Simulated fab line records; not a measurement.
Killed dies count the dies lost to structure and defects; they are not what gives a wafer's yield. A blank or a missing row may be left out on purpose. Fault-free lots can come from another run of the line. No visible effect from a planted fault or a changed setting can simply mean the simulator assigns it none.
A lot that was struck, set against a sound lot | flow nand-harc | 21 out of 1159 route steps
Sound: wafers L220.2, L220.4, L220.6. The struck wafers were L228.1, L228.3, L228.4. The cause is given at the end.
Order at every step that has rows: each side's tool, ch and its chambers, its first start. Under that, the readings that differ: sound wafers | struck wafers | difference of the means | sigmas: that difference in standard deviations of wafers without a fault.
alike: readings with means less than 2 such deviations apart, plus words and numbers identical on both sides. not compared: withheld readings, readings lacking a value on some wafer, bounds such as >300 that could conceal the same value, and numbers that have no deviation in the record and whose values overlap.
A row with sigmas, a row that says differs or no value, or rows on one side alone: a step with any of these is where the two part. Numbers that have no deviation but don't overlap get no sigmas and don't part them. A reading missing from all wafers of one side parts the sides only when that side holds two or more wafers.

NHARC_A_BLC_CMP_25: polishes, t overpolish 30 s, target thk 150 nm.
  sound on cmp-01 ch 2,3, day 19 20:46; struck on cmp-02 ch 0,1,2, day 22 03:17
  alike: motor-current-A, overpolish-run-s, time-to-endpoint-s
after that, 1 step had no rows for these wafers: NHARC_A_BLC_SRD_27.
NHARC_A_BLC_INSPECT_28:
  sound on defect-inspect-02 at day 19 21:10; struck on defect-inspect-02 at day 22 03:40
  alike: raw-defect-count
then, 8 steps without rows for these wafers: NHARC_A_M0_DEP_00 (deposits SiOC, target thk 150 nm); NHARC_A_M0_DEHYDRATE_01 (time 120 s); NHARC_A_M0_HMDS_02 (time 30 s); NHARC_A_M0_COAT_33 (time 65 s); NHARC_A_M0_COAT_03 (resist thk 90 nm); NHARC_A_M0_SOFTBAKE_04 (time 55 s); NHARC_A_M0_EBR_05; NHARC_A_M0_EXPOSE_06 (exposes mask A M0, target cd 80 nm).
NHARC_A_M0_PEB_07: peb time 65 s.
  sound on litho-track-01 ch 0, day 19 22:01; struck on litho-track-04 ch 0, day 22 04:46
  reading                  | sound               | struck               | difference | sigmas
  heater-power-total-W (W) | 156.0 156.0 156.7   | 163.7 163.4 164.1    | +7.5       | +17
  plate-temp-C (C)         | 100.21 100.18 99.94 | 103.28 103.48 103.51 | +3.31      | +24
then, 1 step without rows for these wafers: NHARC_A_M0_DEVELOP_08 (develop time 35 s).
NHARC_A_M0_CD_MEAS_09: target cd 80 nm.
  sound on cd-sem-02 ch 0, day 19 22:06; struck on cd-sem-01 ch 0, day 22 04:51
  reading    | sound          | struck         | difference | sigmas
  cd-nm (nm) | 79.8 80.7 79.8 | 92.7 92.8 93.7 | +13.0      | +22
NHARC_A_M0_OVL_MEAS_10: pitch 160 nm.
  sound on overlay-01 at day 19 22:11; struck on overlay-02 at day 22 04:56
  alike: overlay-x-nm, overlay-y-nm
NHARC_A_M0_INSPECT_11:
  sound on defect-inspect-01 at day 19 22:13; struck on defect-inspect-02 at day 22 04:59
  alike: raw-defect-count
NHARC_A_M0_DESCUM_14: chemistry O2, time 3 s.
  sound on rie-diel-07 ch 0,2, day 19 22:17; struck on rie-diel-07 ch 0,1,2, day 22 05:02
  reading               | sound             | struck            | difference | sigmas
  model.A_M0.cd-nm (nm) | 80.28 80.34 80.13 | 93.32 93.18 93.89 | +13.21     |
  alike: drypump-motor-current-A, oes-product-au, rf-vpp-V, showerhead-plenum-p-Torr, throttle-valve-pct
  not compared: rf-hours-counter-h
NHARC_A_M0_ETCH_34: etches the open film in N2/H2, target depth 40 nm, overetch 12 nm, time 43.94 s.
  sound on rie-diel-07 ch 0,2,3, day 19 22:22; struck on rie-diel-07 ch 0,1,3, day 22 05:07
  alike: drypump-motor-current-A, oes-product-au, rf-vpp-V, showerhead-plenum-p-Torr, throttle-valve-pct
  not compared: rf-hours-counter-h
NHARC_A_M0_ETCH_15: etches the open film in C4F8/Ar, target depth 150 nm, overetch 15 nm, time 82.5 s.
  sound on rie-diel-07 ch 1,2; struck on rie-diel-07 ch 0,1,2
  reading               | sound             | struck            | difference | sigmas
  oes-product-au (a.u.) | 0.983 0.963 0.978 | 0.931 0.924 0.934 | -0.045     | -2
  model.A_M0.cd-nm (nm) | 80.36 80.47 79.96 | 93.14 93.19 94.13 | +13.22     |
  alike: rf-vpp-V
  not compared: rf-hours-counter-h
NHARC_A_M0_CD_MEAS_16:
  sound on cd-sem-03 at day 19 22:35; struck on cd-sem-02 at day 22 05:20
  reading    | sound          | struck         | difference | sigmas
  cd-nm (nm) | 80.1 80.3 79.7 | 93.0 93.4 94.0 | +13.4      | +17
NHARC_END_SORT_01:
  at this point the record logs the struck wafers (prober-01 ch 0, day 23 23:40) and has no rows for the sound ones

WHERE THEY PART
At NHARC_A_M0_PEB_07 first; at NHARC_END_SORT_01 last (within this record only).

WHY: the cause the simulator had injected
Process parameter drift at NHARC_A_M0_PEB_07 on litho-track-04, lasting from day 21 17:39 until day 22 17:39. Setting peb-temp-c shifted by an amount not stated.
